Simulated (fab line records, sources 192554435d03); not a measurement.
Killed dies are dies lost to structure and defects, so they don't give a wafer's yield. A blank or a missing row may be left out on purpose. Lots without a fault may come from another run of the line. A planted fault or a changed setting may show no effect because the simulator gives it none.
Chamber matching | flow n5_finfet | N5_MOL_CONTACT_COAG_ETCH_48 on rie_diel-01: 3 sister chambers
The step etches SiOC in C4F6/O2, target depth 15 nm, overetch 4.5 nm, time 17 s. 24 wafers are shown with their chamber, then 9 later ones without.

WAFERS WITH THEIR CHAMBER
wafer  | chamber | drypump_motor_current_A (A) | rf_vpp_V (V) | showerhead_plenum_p_Torr (Torr)
L075.2 | 1       | 6.2                         | 1616         | 3.00
L075.3 | 0       | 6.8                         | 1622         | 2.87
L075.5 | 0       | 6.8                         | 1619         | 2.87
L076.1 | 0       | 6.8                         | 1620         | 2.87
L076.2 | 2       | 4.9                         | 1571         | 2.72
L076.5 | 0       | 6.8                         | 1619         | 2.87
L079.2 | 1       | 6.1                         | 1615         | 3.00
L079.3 | 2       | 4.9                         | 1572         | 2.72
L079.4 | 0       | 6.8                         | 1621         | 2.86
L081.2 | 2       | 4.9                         | 1570         | 2.71
L081.5 | 1       | 6.2                         | 1617         | 2.99
L081.6 | 0       | 6.8                         | 1619         | 2.86
L082.1 | 2       | 4.9                         | 1571         | 2.71
L082.5 | 2       | 4.9                         | 1571         | 2.71
L082.6 | 1       | 6.1                         | 1615         | 2.99
L084.1 | 2       | 4.9                         | 1571         | 2.71
L084.3 | 0       | 6.8                         | 1619         | 2.86
L084.6 | 2       | 4.9                         | 1572         | 2.71
L085.1 | 2       | 4.9                         | 1573         | 2.71
L085.3 | 1       | 6.1                         | 1615         | 2.99
L085.6 | 2       | 4.9                         | 1572         | 2.71
L090.2 | 2       | 4.9                         | 1572         | 2.71
L090.4 | 0       | 6.8                         | 1620         | 2.85
L090.6 | 1       | 6.1                         | 1614         | 2.98

SIGNATURES (means of the wafers above)
reading                  | chamber 0 | chamber 1 | chamber 2 | scatter within a chamber
drypump_motor_current_A  | 6.800     | 6.133     | 4.900     | 0.0252
rf_vpp_V                 | 1619.88   | 1615.33   | 1571.50   | 0.993
showerhead_plenum_p_Torr | 2.8638    | 2.9917    | 2.7120    | 0.00629
Rule: a wafer's distance from a chamber is the root of the sum, over the readings, of the square of ((its reading less the chamber's mean) divided by the reading's scatter). The wafer belongs to the nearest chamber; if the next one is less than 2 further off, it can't be placed. The scatter: the root of (the sum of the squares of (reading less its chamber's mean) over the shown wafers, divided by (wafers less chambers)).

WAFERS WITHOUT THEIR CHAMBER
wafer  | drypump_motor_current_A (A) | rf_vpp_V (V) | showerhead_plenum_p_Torr (Torr)
L092.6 | 6.8                         | 1619         | 2.85
L093.2 | 6.8                         | 1619         | 2.85
L093.5 | 6.8                         | 1619         | 2.85
L095.1 | 4.9                         | 1571         | 2.70
L095.4 | 6.8                         | 1618         | 2.85
L095.5 | 6.8                         | 1620         | 2.85
L096.2 | 6.8                         | 1618         | 2.85
L096.4 | 4.9                         | 1572         | 2.70
L096.6 | 6.1                         | 1614         | 2.98

WHICH CHAMBER EACH WENT THROUGH
wafer  | from the rows above | in truth
L092.6 | 0                   | 0
L093.2 | 0                   | 0
L093.5 | 0                   | 0
L095.1 | 2                   | 2
L095.4 | 0                   | 0
L095.5 | 0                   | 0
L096.2 | 0                   | 0
L096.4 | 2                   | 2
L096.6 | 1                   | 1
Placed correctly: 9 of 9. Can't be placed from these rows: 0. Placed wrongly: 0.
